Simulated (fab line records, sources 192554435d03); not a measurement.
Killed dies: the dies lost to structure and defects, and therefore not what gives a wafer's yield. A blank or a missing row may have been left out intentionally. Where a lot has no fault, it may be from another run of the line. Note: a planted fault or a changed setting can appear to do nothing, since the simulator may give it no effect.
Which of the tools did it?	flow n5-finfet	72 wafers from 24 lots sampled at 2 of the route's 1938 steps

## WHAT EACH GAUGE READ, for each wafer
N5_BEOL_M5_CD_MEAS_35: target cd 28 nm, target cd y 24 nm. Usual: cd-nm reads 28.10 nm (standard deviation 0.3).
lot	measured	on	cd-nm (nm)	flag
L074	day 9 23:54	cd-sem-03	28.03 28.46 28.76	
L075	day 10 16:08	cd-sem-02	28.16 28.28 27.87	
L077	day 11 00:10	cd-sem-02	28.10 28.55 28.57	
L078	day 11 06:47	cd-sem-03	27.73 28.09 28.24	
L076	day 11 06:52	cd-sem-02	27.96 28.37 27.83	
L079	day 11 15:55	cd-sem-01	28.15 28.02 28.08	
L081	day 11 20:13	cd-sem-02	28.00 27.63 27.72	
L082	day 12 00:28	cd-sem-02	28.46 28.33 28.14	
L080	day 12 00:56	cd-sem-03	28.11 27.59 28.10	
L083	day 12 05:35	cd-sem-02	28.26 28.65 28.20	
L084	day 12 06:32	cd-sem-03	27.98 27.97 27.91	
L085	day 13 04:38	cd-sem-01	28.60 27.87 28.26	
L086	day 13 08:19	cd-sem-03	27.92 27.70 27.26	
L087	day 13 08:40	cd-sem-01	28.15 28.39 28.48	
L088	day 13 08:43	cd-sem-01	28.12 27.66 27.43	
L089	day 14 04:45	cd-sem-02	28.12 27.39 27.98	
L090	day 14 14:15	cd-sem-01	28.30 28.16 27.82	
L092	day 14 18:43	cd-sem-01	28.57 28.00 28.59	
L093	day 14 18:50	cd-sem-03	27.79 27.76 28.41	
L091	day 15 01:09	cd-sem-03	28.18 28.03 28.79	
L096	day 16 03:05	cd-sem-02	28.35 27.76 28.27	
L095	day 16 08:38	cd-sem-02	28.08 27.96 27.94	
L094	day 16 12:56	cd-sem-01	28.30 27.67 27.73	
L097	day 16 13:19	cd-sem-02	28.09 27.87 27.95	

## WHAT TOOL EACH LOT RAN ON (gives the tool, then ch and the chambers of the sampled wafers, and finally the start)
lot	N5_BEOL_M5_ETCH_41
L074	rie-diel-02 ch 0,1,3, day 9 23:54 or earlier
L075	rie-diel-03 ch 0,1,2, day 10 16:08 or earlier
L077	rie-diel-02 ch 1,2,3, day 11 00:10 or earlier
L078	rie-diel-05 ch 1,3, day 11 06:47 or earlier
L076	rie-diel-03 ch 1,2,3, day 11 06:52 or earlier
L079	rie-diel-02 ch 0,1,2, day 11 15:55 or earlier
L081	rie-diel-03 ch 1,2,3, day 11 20:13 or earlier
L082	rie-diel-03 ch 0,2,3, day 12 00:28 or earlier
L080	rie-diel-05 ch 0,1, day 12 00:56 or earlier
L083	rie-diel-05 ch 0,1,2, day 12 05:35 or earlier
L084	rie-diel-05 ch 1,2,3, day 12 06:32 or earlier
L085	rie-diel-02 ch 0,3, day 13 04:38 or earlier
L086	rie-diel-02 ch 2,3, day 13 08:19 or earlier
L087	rie-diel-05 ch 2,3, day 13 08:40 or earlier
L088	rie-diel-02 ch 1,2,3, day 13 08:43 or earlier
L089	rie-diel-03 ch 0,2,3, day 14 04:45 or earlier
L090	rie-diel-05 ch 1,2,3, day 14 14:15 or earlier
L092	rie-diel-05 ch 2,3, day 14 18:43 or earlier
L093	rie-diel-02 ch 0,1,2, day 14 18:50 or earlier
L091	rie-diel-05 ch 1,2, day 15 01:09 or earlier
L096	rie-diel-02 ch 0,2,3, day 16 03:05 or earlier
L095	rie-diel-02 ch 2,3, day 16 08:38 or earlier
L094	rie-diel-03 ch 0,1, day 16 12:56 or earlier
L097	rie-diel-05 ch 1,2,3, day 16 13:19 or earlier
- N5_BEOL_M5_ETCH_41: etches SiCN in CH3F/O2, target depth 31.5 nm, time 56.7 s.

## WHAT THE TOOLS THEMSELVES READ (means of the sampled wafers that have a number; where no wafer has one, the mark that the record gives instead)
N5_BEOL_M5_ETCH_41. Usual: drypump-motor-current-A 5.7 A, standard deviation 0.43; oes-product-au 0.78 a.u., standard deviation 0.089; rf-fwd-power-W 391.9 W, standard deviation 1.4; rf-vpp-V 296.9 V, standard deviation 1.5; showerhead-plenum-p-Torr 1.98 Torr, standard deviation 0.06; throttle-valve-pct 16.38 %, standard deviation 0.2.
lot	tool	drypump-motor-current-A (A)	oes-product-au (a.u.)	rf-fwd-power-W (W)	rf-vpp-V (V)	showerhead-plenum-p-Torr (Torr)	throttle-valve-pct (%)	flag
L074	rie-diel-02	5.4	0.83	390.9	296.3	1.95	16.32	
L075	rie-diel-03	5.8	0.74	392.3	297.4	2.00	16.52	
L077	rie-diel-02	5.9	0.77	392.0	296.3	1.92	16.39	
L078	rie-diel-05	5.7	0.85	390.8	297.8	2.03	16.24	
L076	rie-diel-03	5.6	0.70	392.1	296.6	1.99	16.58	
L079	rie-diel-02	5.5	0.85	391.5	296.2	1.97	16.36	
L081	rie-diel-03	5.6	0.70	391.7	297.3	1.99	16.59	
L082	rie-diel-03	5.7	0.72	391.3	297.1	2.02	16.46	
L080	rie-diel-05	5.6	0.74	391.1	297.7	2.00	16.18	
L083	rie-diel-05	5.8	0.81	390.9	296.6	1.99	16.19	
L084	rie-diel-05	6.0	0.84	391.6	296.4	2.00	16.32	
L085	rie-diel-02	5.2	0.85	392.6	297.2	1.99	16.24	
L086	rie-diel-02	6.0	0.79	390.3	296.0	1.93	16.35	
L087	rie-diel-05	6.3	0.84	392.5	297.0	1.97	16.40	
L088	rie-diel-02	5.8	0.76	392.2	295.5	1.91	16.42	
L089	rie-diel-03	5.7	0.71	392.7	297.6	2.02	16.52	
L090	rie-diel-05	6.0	0.82	391.6	298.0	1.99	16.36	
L092	rie-diel-05	6.3	0.83	393.5	295.9	1.96	16.43	
L093	rie-diel-02	5.5	0.81	391.8	296.3	1.96	16.41	
L091	rie-diel-05	5.9	0.85	392.7	296.0	1.98	16.24	
L096	rie-diel-02	5.6	0.79	390.9	295.5	1.95	16.34	
L095	rie-diel-02	6.0	0.76	391.7	295.8	1.92	16.41	
L094	rie-diel-03	5.8	0.74	391.1	297.6	2.05	16.52	
L097	rie-diel-05	6.0	0.80	391.5	297.4	1.98	16.41	

## THE ANSWER, worked out from the rows above alone
Rule: a lot is off if the mean of its wafers that have a number lies more than 3 standard deviations from the usual mean. A lot without any number at a reading at which 4 lots or more have one is off too. Where the step has rows for the other lots, those lots are counted as sound. After the gauges, taken in route order, come the tools' own readings; for these a lot's mean is taken, as printed above. The first step at which some lot is off is used, and at that step the reading that is off furthest; a lot without a number counts as furthest.
Across all readings shown, no lot is off: no conclusion can be drawn from this.

## WHAT HAD BEEN PUT IN BY THE SIMULATOR
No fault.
